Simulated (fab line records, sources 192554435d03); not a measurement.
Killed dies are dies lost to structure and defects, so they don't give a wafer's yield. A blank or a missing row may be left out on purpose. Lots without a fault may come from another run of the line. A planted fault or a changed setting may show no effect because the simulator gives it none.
fab line records | flow n5_finfet
record lots=10 wafers=29 last_day=19
route steps=1938 shown WELL_APT@50 PMOS_HMC_CHANNEL_EPI@87 FIN_SAQP@108 BEOL_M4@1111 PASSIVATION@1936
lots that met no fault: from a run of the same line without faults
start_h: hours from the record's first day to the start of the lot's first wafer shown | wait_h: hours since the lot's step before | " the same as in the row above | L1.1+2: a row that stands for several wafers | - no value, or no start given | * or withheld: withheld | < > ~ a bound
route shown NAME@n: a module of which the file shows steps, and the number in the route of the first | usual: mean/standard deviation of fault-free wafers | same: alike in all rows | chamber/n: place in a boat | sites: the reading at each site | _std_site: their standard deviation | _edge_site: outer sites' mean less inner sites' | radius_mm: how far each site lies from the wafer's centre | mask NAME#n: copy n | behind: the tool/chamber that last shaped the wafer | hold: why the lot was held/for how many hours/how that ended | device: the transistor (n, p or np) that didn't switch | end of line: the same wafers' tests at the end of the route | a step without rows: its recipe alone | killed: dies lost to structure and defects at the first sort, not the wafer's yield | map: a wafer's dies, x killed, . not, _ none there
set.NAME: the setting as run; set.NAME@STEP: as run at that earlier step | model.NAME: the simulator's own value behind a step, which no gauge read
steps of the route over a sample of lots; a table a step, a row a wafer
services: from which hour (start_h, from the record's first day; less than 0 if before it) a tool's chamber was out of use, for how many hours, and why
## steps
# step N5_WELL_APT_RTA_34
# recipe temp_c=1000 time_s=10 ambient=N2 idle_temp_c=600 ramp_up_c_per_s=150 ramp_down_c_per_s=60 cool_to_c=600
# usual lamp_power_pct=13.01/0.047 lamp_zone_7_pct=13.423/0.028 wafer_temp_C_max=1003.6/1.1
# columns lot.wafer tool chamber start_h wait_h lamp_power_pct lamp_zone_7_pct wafer_temp_C_max
L878.2 rtp_anneal-02 0 15.93 0.1 13.08 13.491 1004.0
L878.3 " 0 " " 12.98 13.451 1003.5
L878.5 " 0 " " 12.97 13.373 1002.2
L884.3 rtp_anneal-01 0 51.78 0.1 12.96 13.399 1002.8
L884.5 " 0 " " 13.04 13.449 1002.5
L884.6 " 0 " " 13.01 13.444 1002.4
L885.2 rtp_anneal-01 0 58.20 0.0 13.03 13.385 1003.3
L885.3 " 0 " " 12.96 13.382 1004.6
L885.5 " 0 " " 13.05 13.431 1006.2
L886.1 rtp_anneal-02 0 64.17 0.0 12.99 13.443 1002.3
L886.3 " 0 " " 12.99 13.435 1002.6
L886.4 " 0 " " 12.94 13.439 1001.9
L887.1 rtp_anneal-01 0 69.68 0.0 13.05 13.425 1004.7
L887.3 " 0 " " 13.02 13.389 1003.0
L887.5 " 0 " " 13.03 13.421 1000.8
L889.1 rtp_anneal-01 0 82.05 0.0 12.98 13.430 1004.3
L889.4 " 0 " " 13.01 13.501 1003.6
L889.5 " 0 " " 12.99 13.430 1003.1
L891.1 rtp_anneal-01 0 94.21 0.0 12.99 13.431 1004.4
L891.5 " 0 " " 12.89 13.434 1002.8
L893.2 rtp_anneal-01 0 106.48 0.2 12.98 13.416 1003.5
L893.3 " 0 " " 13.00 13.408 1003.0
L893.4 " 0 " " 12.98 13.401 1002.5
L899.2 rtp_anneal-01 0 142.50 0.0 12.89 13.397 1003.1
L899.5 " 0 " " 12.99 13.412 1005.6
L899.6 " 0 " " 13.06 13.402 1004.1
L901.2 rtp_anneal-01 0 153.94 0.1 12.95 13.443 1002.8
L901.3 " 0 " " 12.96 13.456 1003.4
L901.5 " 0 " " 13.06 13.362 1003.2
# step N5_WELL_APT_INSPECT_38
# recipe inspect_instrument=darkfield mode=post_epi
# usual raw_defect_count=12/4.1
# columns lot.wafer tool chamber start_h wait_h raw_defect_count
L878.2 defect_inspect-02 - 16.79 0.4 13
L878.3 " - " " 9
L878.5 " - " " 17
L884.3 defect_inspect-02 - 52.62 0.3 12
L884.5 " - " " 11
L884.6 " - " " 11
L885.2 defect_inspect-02 - 59.06 0.4 16
L885.3 " - " " 8
L885.5 " - " " 19
L886.1 defect_inspect-01 - 65.05 0.5 16
L886.3 " - " " 8
L886.4 " - " " 11
L887.1 defect_inspect-02 - 70.56 0.5 13
L887.3 " - " " 17
L887.5 " - " " 17
L889.1 defect_inspect-02 - 83.12 0.7 6
L889.4 " - " " 11
L889.5 " - " " 16
L891.1 defect_inspect-01 - 95.10 0.5 11
L891.5 " - " " 8
L893.2 defect_inspect-02 - 107.33 0.4 13
L893.3 " - " " 14
L893.4 " - " " 13
L899.2 defect_inspect-02 - 143.36 0.4 9
L899.5 " - " " 16
L899.6 " - " " 12
L901.2 defect_inspect-02 - 154.81 0.4 12
L901.3 " - " " 16
L901.5 " - " " 11
# step N5_PMOS_HMC_CHANNEL_EPI_EPI_26
# recipe material=Si target_thk_a=38 temp_c=650 precursor=SiH4/H2 pressure_torr=20 time_s=22.7
# usual chamber_pressure_Torr=20.00/0.045 throttle_valve_pct=11.01/0.26
# columns lot.wafer tool chamber start_h wait_h chamber_pressure_Torr throttle_valve_pct
L878.2 epi_rpcvd-02 0 19.62 0.1 19.94 11.36
L878.3 " 0 " " 20.01 11.40
L878.5 " 0 " " 19.98 11.44
L884.3 epi_rpcvd-03 0 55.63 0.1 19.97 11.27
L884.5 " 0 " " 20.00 10.92
L884.6 " 0 " " 19.99 10.99
L885.2 epi_rpcvd-01 0 62.14 0.1 20.09 10.66
L885.3 " 0 " " 20.04 10.79
L885.5 " 0 " " 20.08 10.87
L886.1 epi_rpcvd-01 0 68.04 0.0 20.10 10.78
L886.3 " 0 " " 20.00 11.03
L886.4 " 0 " " 19.99 10.90
L887.1 epi_rpcvd-01 0 73.56 0.0 19.95 10.73
L887.3 " 0 " " 19.96 10.65
L887.5 " 0 " " 19.97 10.95
L889.1 epi_rpcvd-02 0 85.99 0.0 19.95 11.42
L889.4 " 0 " " 20.05 11.17
L889.5 " 0 " " 19.97 11.53
L891.1 epi_rpcvd-01 0 98.14 0.0 20.02 10.83
L891.5 " 0 " " 20.06 10.85
L893.2 epi_rpcvd-01 0 110.86 0.1 19.89 10.71
L893.3 " 0 " " 19.89 10.84
L893.4 " 0 " " 19.90 10.66
L899.2 epi_rpcvd-02 0 146.31 0.1 20.12 11.28
L899.5 " 0 " " 20.08 11.50
L899.6 " 0 " " 20.03 11.25
L901.2 epi_rpcvd-01 0 158.07 0.1 19.98 10.94
L901.3 " 0 " " 19.95 10.81
L901.5 " 0 " " 19.93 10.81
# step N5_FIN_SAQP_EXPOSE_13
# recipe mask_id=FIN_CORE na=1.35 source_shape=dipole sigma_inner=0.538 sigma_outer=0.738 polarization=te target_cd_nm=35.6 dose_mj=63.25
# same sigma_outer=0.738
# columns lot.wafer tool chamber start_h wait_h mask
L878.2+3+5 arfi_scanner-01 0 21.41 - FIN_CORE#0
L884.3+5+6 arfi_scanner-01 0 57.24 - FIN_CORE#0
L885.2+3+5 arfi_scanner-01 0 63.64 - FIN_CORE#0
L886.1+3+4 arfi_scanner-01 0 69.48 - FIN_CORE#0
L887.1+3+5 arfi_scanner-01 0 75.03 - FIN_CORE#0
L889.1+4+5 arfi_scanner-01 0 87.86 - FIN_CORE#0
L891.1+5 arfi_scanner-01 0 102.27 - FIN_CORE#0
L893.2+3+4 arfi_scanner-02 0 112.39 - FIN_CORE#0
L899.2+5+6 arfi_scanner-03 0 147.96 - FIN_CORE#0
L901.2+3+5 arfi_scanner-01 0 159.53 - FIN_CORE#0
# step N5_FIN_SAQP_CD_MEAS_16
# recipe target_cd_nm=35.6 landing_energy_ev=500 detector=se_inlens
# usual cd_nm=35.6/0.31
# columns lot.wafer tool chamber start_h wait_h cd_nm
L878.2 cd_sem-03 0 21.54 - 35.5
L878.3 " 0 " " 35.4
L878.5 " 0 " " 35.2
L884.3 cd_sem-03 0 57.36 - 35.2
L884.5 " 0 " " 35.7
L884.6 " 0 " " 35.2
L885.2 cd_sem-03 0 63.77 - 35.7
L885.3 " 0 " " 35.5
L885.5 " 0 " " 35.5
L886.1 cd_sem-03 0 69.61 - 35.2
L886.3 " 0 " " 35.6
L886.4 " 0 " " 35.3
L887.1 cd_sem-03 0 75.16 - 35.8
L887.3 " 0 " " 30.9
L887.5 " 0 " " 31.4
L889.1 cd_sem-01 0 87.99 - 35.5
L889.4 " 0 " " 35.8
L889.5 " 0 " " 31.0
L891.1 cd_sem-02 0 102.39 - 35.6
L891.5 " 0 " " 31.4
L893.2 cd_sem-01 0 112.51 - 35.5
L893.3 " 0 " " 35.4
L893.4 " 0 " " 35.5
L899.2 cd_sem-01 0 148.09 - 36.1
L899.5 " 0 " " 35.9
L899.6 " 0 " " 35.5
L901.2 cd_sem-01 0 159.66 - 35.7
L901.3 " 0 " " 35.3
L901.5 " 0 " " 35.7
# step N5_BEOL_M4_RC_MEAS_101
# usual DIBL_N=36.4/1.4 DIBL_P=36.4/1.5 IOFF_N=0.156/0.022 IOFF_P=0.210/0.023 ION_N=675/9.1 ION_P=463/5.7 SS_N=71.6/0.45 SS_P=73.3/0.56 VT_N=250/3.1 VT_P=-250.3/2.3
# columns lot.wafer tool chamber start_h wait_h DIBL_N[mV/V] DIBL_P[mV/V] IOFF_N[nA/um] IOFF_P[nA/um] ION_N[uA/um] ION_P[uA/um] SS_N[mV/dec] SS_P[mV/dec] VT_N[mV] VT_P[mV]
L878.2 prober-01 0 198.47 0.2 35.5 32.1 0.117 0.181 667 459 71.3 73.0 259 -252.0
L878.3 " 0 " " 38.7 36.9 0.175 0.263 674 463 72.3 73.6 249 -247.5
L878.5 " 0 " " 37.8 35.6 0.158 0.238 680 465 72.1 74.2 251 -249.4
L884.3 prober-02 0 229.45 0.3 37.7 35.4 0.175 0.232 686 474 71.6 74.0 249 -249.3
L884.5 " 0 " " 38.0 35.8 0.183 0.243 683 466 71.3 73.6 248 -246.3
L884.6 " 0 " " 36.7 34.6 0.151 0.211 681 470 70.9 73.6 250 -248.6
L885.2 prober-02 0 234.52 0.2 37.4 37.3 0.160 0.195 667 455 71.1 73.6 248 -254.0
L885.3 " 0 " " 37.6 37.7 0.155 0.200 667 455 71.7 73.8 253 -252.8
L885.5 " 0 " " 37.8 37.5 0.163 0.206 670 464 71.4 73.9 249 -251.3
L886.1 prober-01 0 241.96 0.0 36.7 39.1 0.176 0.239 683 470 72.3 74.5 245 -248.6
L886.3 " 0 " " 38.2 40.0 0.215 0.259 691 466 71.8 73.4 243 -246.6
L886.4 " 0 " " 35.7 37.9 0.169 0.216 676 460 71.2 73.3 245 -248.6
L887.1 prober-01 0 249.15 0.0 36.8 37.6 0.161 0.204 683 463 71.3 72.9 250 -250.2
L887.3 " 0 " " 36.9 37.7 0.157 0.212 670 457 71.6 73.1 253 -247.6
L887.5 " 0 " " 35.2 36.0 0.137 0.183 667 458 71.2 73.0 253 -249.6
L889.1 prober-02 0 264.69 0.0 34.5 34.7 0.114 0.184 654 456 71.6 72.0 259 -250.2
L889.4 " 0 " " 36.2 36.8 0.140 0.209 658 456 72.5 73.3 254 -248.9
L889.5 " 0 " " 36.8 37.5 0.153 0.223 669 466 72.0 72.7 254 -249.1
L891.1 prober-01 0 275.01 0.0 39.9 36.8 0.185 0.245 683 464 70.8 73.8 248 -249.2
L891.5 " 0 " " 38.7 35.2 0.155 0.214 676 465 71.2 73.6 250 -249.4
L893.2 prober-01 0 280.29 0.2 36.2 33.8 0.155 0.191 677 456 71.6 72.4 248 -249.8
L893.3 " 0 " " 37.6 36.6 0.175 0.228 684 468 71.5 73.7 249 -247.9
L893.4 " 0 " " 37.3 36.0 0.173 0.223 687 465 71.4 73.1 248 -247.1
L899.2 prober-01 0 317.64 0.2 37.2 37.8 0.178 0.224 680 465 71.8 73.4 246 -249.6
L899.5 " 0 " " 38.5 37.8 0.199 0.230 683 464 72.1 73.7 247 -250.2
L899.6 " 0 " " 36.9 36.5 0.160 0.202 681 466 71.9 73.5 248 -252.1
L901.2 prober-02 0 342.34 0.2 37.0 38.0 0.164 0.233 669 468 71.6 73.6 250 -249.7
L901.3 " 0 " " 35.1 36.5 0.139 0.205 669 465 71.4 72.4 252 -248.6
L901.5 " 0 " " 36.8 38.2 0.174 0.235 676 467 71.8 72.8 249 -249.1
# step N5_PASSIVATION_PROBE_49
# usual defect_limited_yield=91.5/1.3 killed_at_M0_to_M3=33/10 killed_at_M4_up=13/4 killed_at_contacts=12/6.3 killed_at_front_end=39/11 killed_at_other=3.4/2.6 killed_dies=100/15 killed_open=65/11 killed_short=34/7.8 sort_bin_5_function=5.0/0.89 sort_bin_6_memory=3.2/0.58 sort_n_pass=1080/15 sort_yield_pct=91.5/1.3
# same gross_dies=1180 killed_at_back_side=0 sort_bin_4_leakage[%]=0 sort_bin_8_speed[%]=0
# columns lot.wafer tool chamber start_h wait_h defect_limited_yield[%] killed_at_M0_to_M3 killed_at_M4_up killed_at_contacts killed_at_front_end killed_at_other killed_dies killed_open killed_short sort_bin_5_function[%] sort_bin_6_memory[%] sort_n_pass sort_yield_pct[%]
L887.1 prober-02 - 361.92 0.0 88.3 36 11 8 79 4 138 78 60 7.5 3.6 1042 88.3
L887.3 prober-02 - 362.02 0.1 84.8 38 15 22 98 6 179 75 42 9.9 4.5 1001 84.8
L887.5 prober-02 - 362.12 0.2 89.7 19 11 11 77 4 122 62 41 6.9 3.3 1058 89.7
L889.1 prober-02 - 382.04 0.0 91.7 27 11 21 33 6 98 68 30 4.7 3.1 1082 91.7
L889.4 prober-02 - 382.19 0.2 91.4 46 11 10 34 1 102 64 37 5.6 2.8 1078 91.4
L889.5 prober-02 - 382.24 0.2 86.4 50 12 11 81 7 161 80 35 9.7 3.6 1019 86.4
L891.1 prober-01 - 389.14 0.0 91.5 35 10 11 36 8 100 73 26 4.8 3.5 1080 91.5
L891.5 prober-01 - 389.34 0.2 89.7 29 11 8 70 3 121 70 23 7.0 3.1 1059 89.7
# killed by level:class
L887.1 FIN_SAQP:geometric_particle:short=25 FIN_SAQP:geometric_particle:open=13 BEOL_M3:geometric_particle:open=11 GATE_CUT:geometric_particle:open=11 GATE_CUT:geometric_particle:short=11 BEOL_M0_SAQP:geometric_particle:short=9 MOL_CONTACT_COAG:geometric_particle:open=8 STI_FIN_REVEAL:geometric_particle:open=7
L887.3 FIN_SAQP:area_expose=58 MOL_CONTACT_COAG:geometric_particle:open=21 FIN_SAQP:geometric_particle:short=12 BEOL_M0_SAQP:geometric_particle:short=12 BEOL_M2:geometric_particle:open=8 BEOL_M3:geometric_particle:open=8 FIN_SAQP:geometric_particle:open=7 BEOL_M0_SAQP:geometric_particle:open=5
L887.5 FIN_SAQP:geometric_particle:open=20 FIN_SAQP:area_expose=19 FIN_SAQP:geometric_particle:short=11 MOL_CONTACT_COAG:geometric_particle:open=9 STARTING-WAFER:geometric_particle:short=5 GATE_CUT:geometric_particle:short=4 BEOL_M2:geometric_particle:open=4 BEOL_M3:geometric_particle:open=4
L889.1 MOL_CONTACT_COAG:geometric_particle:open=15 BEOL_M3:geometric_particle:open=10 BEOL_M4:geometric_particle:open=6 MOL_CONTACT_COAG:geometric_particle:short=6 BEOL_M0_SAQP:geometric_particle:short=6 FIN_SAQP:geometric_particle:open=5 STI_FIN_REVEAL:geometric_particle:open=4 DUMMY_GATE:geometric_particle:open=4
L889.4 STI_FIN_REVEAL:geometric_particle:open=12 BEOL_M1:geometric_particle:open=11 MOL_CONTACT_COAG:geometric_particle:open=9 BEOL_M0_SAQP:geometric_particle:short=7 FIN_SAQP:geometric_particle:short=6 BEOL_M1:geometric_particle:short=6 BEOL_M0:geometric_particle:open=5 BEOL_M3:geometric_particle:open=5
L889.5 FIN_SAQP:area_expose=45 BEOL_M0_SAQP:geometric_particle:open=13 BEOL_M0_SAQP:geometric_particle:short=12 BEOL_M1:geometric_particle:open=11 FIN_SAQP:geometric_particle:open=10 MOL_CONTACT_COAG:geometric_particle:open=10 FIN_SAQP:geometric_particle:short=8 BEOL_M2:geometric_particle:open=5
L891.1 STI_FIN_REVEAL:geometric_particle:open=13 MOL_CONTACT_COAG:geometric_particle:open=9 BEOL_M3:geometric_particle:open=7 BEOL_M0_SAQP:geometric_particle:open=6 FIN_SAQP:geometric_particle:short=5 BEOL_M0:geometric_particle:open=5 BEOL_M1:geometric_particle:open=5 BEOL_M2:geometric_particle:open=5
L891.5 FIN_SAQP:area_expose=27 FIN_SAQP:geometric_particle:open=12 BEOL_M3:geometric_particle:open=8 FIN_SAQP:geometric_particle:short=6 STI_FIN_REVEAL:geometric_particle:open=6 BEOL_M0_SAQP:geometric_particle:open=6 BEOL_M0_SAQP:geometric_particle:short=5 MOL_CONTACT_COAG:geometric_particle:open=5
## services
# columns tool chamber start_h hours kind
arfi_scanner-03 - 2.63 0.8 pm
arfi_scanner-02 - 6.20 1.3 pm
arfi_scanner-01 - 22.35 0.9 repair
arfi_scanner-01 - 26.01 16.0 pm
arfi_scanner-03 - 30.57 3.8 repair
arfi_scanner-02 - 34.36 0.8 pm
rtp_anneal-02 - 37.27 3.0 pm
arfi_scanner-01 - 50.21 0.8 pm
arfi_scanner-01 - 55.54 1.0 pm
arfi_scanner-02 - 62.56 4.9 pm
arfi_scanner-03 - 62.70 1.0 pm
epi_rpcvd-03 - 64.56 0.8 repair
arfi_scanner-03 - 72.04 0.6 repair
arfi_scanner-03 - 87.36 4.9 pm
arfi_scanner-02 - 96.85 2.7 repair
arfi_scanner-03 - 98.17 0.9 repair
arfi_scanner-02 - 103.78 1.0 pm
arfi_scanner-01 - 106.67 1.3 pm
arfi_scanner-03 - 107.46 36.0 pm
arfi_scanner-01 - 115.80 0.3 repair
arfi_scanner-02 - 116.09 1.0 pm
epi_rpcvd-03 - 117.13 2.7 repair
epi_rpcvd-01 - 140.81 6.0 pm
arfi_scanner-01 - 146.92 3.0 pm
## key
first_sign step=N5_FIN_SAQP_CD_MEAS_16 reading=cd_nm direction=down sigmas=14 usual=35.6 struck=31.2
effect step=N5_PASSIVATION_PROBE_49 reading=sort_bin_5_function direction=up sigmas=3.8 usual=5.0 struck=8.4 wafers_moved=3
more_kills_born_at N5_FIN_SAQP_EXPOSE_13@arfi_scanner-01=149
met_at N5_FIN_SAQP_EXPOSE_13
struck_lots L887,L889,L891
struck_wafers L887.3,L887.5,L889.5,L891.5
not_acting_at N5_WELL_APT_RTA_34,N5_WELL_APT_INSPECT_38,N5_PMOS_HMC_CHANNEL_EPI_EPI_26
onset_between 69.48 75.03
fault kind=process_parameter_drift tool=arfi_scanner-01 chamber=- onset_h=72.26 steps=N5_FIN_SAQP_EXPOSE_13 channel=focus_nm offset=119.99 shape=step end_h=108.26 scope=struck_wafers_only
